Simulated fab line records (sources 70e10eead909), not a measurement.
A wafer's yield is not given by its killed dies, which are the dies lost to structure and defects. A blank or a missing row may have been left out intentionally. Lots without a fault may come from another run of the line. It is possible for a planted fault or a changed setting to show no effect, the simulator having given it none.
The tool behind it: which one? ; flow nand-harc ; 24 lots, 72 wafers sampled, at 4 steps of a route of 1302

WHAT EACH GAUGE READ, for each wafer
NHARC_P_M1_THK_MEAS_24: measures by xrf.
lot;measured;on;thk-nm (nm)
L074;day 6 08:56;film-metro-01;157.2 160.4 156.3
L075;day 6 22:26;film-metro-02;159.3 160.1 158.3
L076;day 7 02:00;film-metro-02;160.1 159.5 160.9
L077;day 7 13:31;film-metro-02;156.9 155.7 157.4
L078;day 8 05:04;film-metro-02;157.1 154.8 157.2
L079;day 8 08:14;film-metro-02;159.1 157.5 159.1
L080;day 9 02:46;film-metro-01;156.6 155.4 155.3
L081;day 9 03:42;film-metro-01;156.7 156.4 156.7
L082;day 9 22:30;film-metro-02;156.8 157.7 157.9
L083;day 10 05:59;film-metro-02;155.8 157.9 156.9
L084;day 10 18:49;film-metro-01;161.4 158.4 158.7
L085;day 11 00:24;film-metro-02;160.0 159.4 158.9
L086;day 11 01:18;film-metro-02;158.4 155.6 158.4
L087;day 11 16:17;film-metro-02;156.5 159.7 158.1
L089;day 12 17:07;film-metro-02;156.5 156.8 156.5
L088;day 12 18:11;film-metro-01;159.5 158.3 158.6
L090;day 13 07:35;film-metro-01;160.7 158.6 158.8
L091;day 13 19:08;film-metro-02;156.7 156.1 155.5
L092;day 13 19:58;film-metro-02;157.2 156.4 158.7
L093;day 14 06:26;film-metro-02;157.0 155.3 157.5
L094;day 14 11:52;film-metro-01;155.7 158.3 159.4
L095;day 15 00:10;film-metro-02;157.4 157.8 156.3
L096;day 15 15:33;film-metro-02;159.5 159.9 160.2
L097;day 15 18:22;film-metro-01;157.0 160.0 157.0

NHARC_P_BONDPAD_THK_MEAS_33: measures by ellipsometry.
lot;measured;on;thk-nm (nm)
L074;day 6 14:29;film-metro-02;200.8 199.8 200.6
L075;day 7 03:50;film-metro-01;201.5 202.3 202.6
L076;day 7 07:41;film-metro-01;201.9 200.2 199.7
L077;day 7 19:03;film-metro-02;203.7 199.8 199.3
L078;day 8 10:36;film-metro-01;198.7 196.5 199.0
L079;day 8 13:38;film-metro-01;199.6 199.9 200.4
L080;day 9 09:20;film-metro-01;197.9 199.6 197.7
L081;day 9 09:29;film-metro-01;197.8 198.5 198.9
L082;day 10 03:58;film-metro-01;201.0 201.1 203.8
L083;day 10 11:35;film-metro-02;200.0 198.6 198.1
L084;day 11 00:40;film-metro-01;199.5 196.7 195.6
L085;day 11 06:02;film-metro-01;197.0 199.2 197.7
L086;day 11 06:58;film-metro-02;198.6 198.0 199.8
L087;day 11 21:49;film-metro-02;199.5 201.2 200.1
L089;day 12 22:47;film-metro-01;200.6 200.9 199.6
L088;day 12 23:43;film-metro-02;200.3 204.6 201.2
L090;day 13 13:09;film-metro-01;198.7 198.0 197.5
L091;day 14 00:40;film-metro-01;202.1 200.6 197.4
L092;day 14 01:37;film-metro-01;202.8 200.4 201.5
L093;day 14 12:08;film-metro-01;199.8 199.0 198.5
L094;day 14 17:22;film-metro-02;200.1 195.9 197.8
L095;day 15 05:53;film-metro-01;198.6 198.1 197.9
L096;day 15 21:08;film-metro-01;197.3 201.1 202.6
L097;day 15 23:55;film-metro-02;202.7 201.1 201.7

WHICH TOOL RAN EACH LOT (tool, then ch and the chambers of the sampled wafers, then the start)
lot;NHARC_P_M2_DESCUM_14;NHARC_P_M2_PRE_CLEAN_32
L074;rie-diel-01 ch 1,3, day 6 10:42;pecvd-04 ch 0,1, day 6 13:22
L075;rie-diel-05 ch 0,1, day 7 00:04;pecvd-03 ch 0,2, day 7 02:41
L076;rie-diel-01 ch 1,2, day 7 03:54;pecvd-04 ch 0,1, day 7 06:34
L077;rie-diel-01 ch 0,1,2, day 7 15:16;pecvd-03 ch 0,1,2, day 7 17:56
L078;rie-diel-05 ch 2,3, day 8 06:49;pecvd-04 ch 1,2, day 8 09:27
L079;rie-diel-01 ch 0,1, day 8 09:50;pecvd-03 ch 1,2, day 8 12:30
L080;rie-diel-01 ch 0,3, day 9 05:34;pecvd-03 ch 0,1,2, day 9 08:14
L081;rie-diel-05 ch 0,1, day 9 05:37;pecvd-04 ch 1,2, day 9 08:22
L082;rie-diel-01 ch 0,1,2, day 10 00:07;pecvd-03 ch 0,1,2, day 10 02:50
L083;rie-diel-01 ch 1,2,3, day 10 07:46;pecvd-03 ch 0,1,2, day 10 10:27
L084;rie-diel-06 ch 0,1,3, day 10 20:26;pecvd-01 ch 0,1, day 10 23:30
L085;rie-diel-06 ch 0,1,2, day 11 02:11;pecvd-04 ch 0,2, day 11 04:52
L086;rie-diel-06 ch 1,2,3, day 11 03:03;pecvd-03 ch 1,2, day 11 05:49
L087;rie-diel-05 ch 0,3, day 11 18:02;pecvd-03 ch 1,2, day 11 20:40
L089;rie-diel-05 ch 0,1,2, day 12 18:52;pecvd-03 ch 0,1,2, day 12 21:38
L088;rie-diel-05 ch 0,1,3, day 12 19:58;pecvd-01 ch 0,1,2, day 12 22:35
L090;rie-diel-06 ch 0,3, day 13 09:19;pecvd-01 ch 0,1, day 13 12:02
L091;rie-diel-05 ch 1,2,3, day 13 20:52;pecvd-03 ch 0,1,2, day 13 23:31
L092;rie-diel-05 ch 0,2,3, day 13 21:43;pecvd-04 ch 1,2, day 14 00:23
L093;rie-diel-06 ch 0,2,3, day 14 08:14;pecvd-04 ch 0,1,2, day 14 10:53
L094;rie-diel-01 ch 0,1, day 14 13:37;pecvd-04 ch 1,2, day 14 16:16
L095;rie-diel-06 ch 1,2,3, day 15 01:56;pecvd-04 ch 0,1, day 15 04:46
L096;rie-diel-01 ch 0,2, day 15 17:21;pecvd-04 ch 1,2, day 15 20:02
L097;rie-diel-01 ch 0,1,3, day 15 20:08;pecvd-03 ch 0,1,2, day 15 22:47
- NHARC_P_M2_DESCUM_14: chemistry O2, time 3 s.
- NHARC_P_M2_PRE_CLEAN_32: time 12 s.

AS READ BY THE TOOLS THEMSELVES (means over the sampled wafers that have a number; for cases with no such wafer, the mark the record gives instead)
NHARC_P_M2_DESCUM_14.
lot;tool;drypump-motor-current-A (A);oes-product-au (a.u.);rf-vpp-V (V);showerhead-plenum-p-Torr (Torr);throttle-valve-pct (%)
L074;rie-diel-01;6.1;1.002;57.7;1.86;11.320
L075;rie-diel-05;6.0;1.010;58.3;1.91;11.308
L076;rie-diel-01;5.7;1.002;58.0;1.93;11.318
L077;rie-diel-01;5.4;1.006;57.5;1.91;11.318
L078;rie-diel-05;6.2;0.997;57.2;1.99;11.308
L079;rie-diel-01;5.8;1.008;57.6;1.85;11.308
L080;rie-diel-01;5.4;1.002;57.5;1.82;11.299
L081;rie-diel-05;6.1;1.013;58.3;1.91;11.311
L082;rie-diel-01;5.4;0.998;57.6;1.91;11.306
L083;rie-diel-01;5.7;1.002;58.5;1.93;11.313
L084;rie-diel-06;5.4;1.008;58.0;1.97;11.311
L085;rie-diel-06;5.4;1.002;57.6;1.89;11.322
L086;rie-diel-06;5.4;1.007;57.5;1.91;11.306
L087;rie-diel-05;6.2;1.007;58.1;1.96;11.311
L089;rie-diel-05;5.8;1.024;58.8;1.89;11.313
L088;rie-diel-05;6.2;1.017;58.4;1.96;11.310
L090;rie-diel-06;5.6;1.014;57.1;2.00;11.306
L091;rie-diel-05;6.0;1.005;58.1;1.94;11.305
L092;rie-diel-05;6.0;1.005;58.1;1.94;11.311
L093;rie-diel-06;5.6;1.015;57.4;1.92;11.311
L094;rie-diel-01;5.5;1.006;57.7;1.82;11.316
L095;rie-diel-06;5.4;1.008;57.7;1.91;11.306
L096;rie-diel-01;4.9;1.013;58.8;1.97;11.311
L097;rie-diel-01;5.8;1.004;57.7;1.84;11.311

NHARC_P_M2_PRE_CLEAN_32.
lot;tool;heater-power-outer-w (W);heater-power-w (W);rf-fwd-power-W (W)
L074;pecvd-04;339;595;291.4
L075;pecvd-03;372;661;292.9
L076;pecvd-04;326;577;293.0
L077;pecvd-03;330;568;293.2
L078;pecvd-04;315;575;291.5
L079;pecvd-03;338;586;292.6
L080;pecvd-03;355;611;292.3
L081;pecvd-04;313;550;292.7
L082;pecvd-03;348;593;292.7
L083;pecvd-03;377;619;292.9
L084;pecvd-01;356;657;293.0
L085;pecvd-04;396;660;292.6
L086;pecvd-03;317;591;292.4
L087;pecvd-03;389;650;292.6
L089;pecvd-03;370;612;292.2
L088;pecvd-01;387;660;292.5
L090;pecvd-01;380;684;292.4
L091;pecvd-03;349;594;292.6
L092;pecvd-04;338;606;292.4
L093;pecvd-04;347;618;293.6
L094;pecvd-04;298;542;292.4
L095;pecvd-04;408;694;292.4
L096;pecvd-04;307;569;293.1
L097;pecvd-03;339;575;293.2

THE ANSWER, worked out from the rows above alone
Rule: what is usual is taken from the lots themselves. Put in order of their means at a reading, lots are off if they are a third of the lots or fewer, leave a main group of 4 or more, and stand apart from it by a gap of 3 or more times the standard deviation of the main group's means; of several such gaps the widest counts. A main group is skipped when, at the precision printed for the reading in the tables above, its means are all equal. Also off: a lot with no number at a reading for which 4 or more lots have one. Any other lot the step has rows for is counted as sound. Order of review: gauges by route order, followed by the tools' own readings, for which a lot's mean as printed above is used. The first step at which some lot is off is used, and at that step the reading that is off furthest; a lot without a number counts as furthest.
None of the lots is off at any reading shown; this tells nothing.

WHAT THE SIMULATOR HAD INSERTED
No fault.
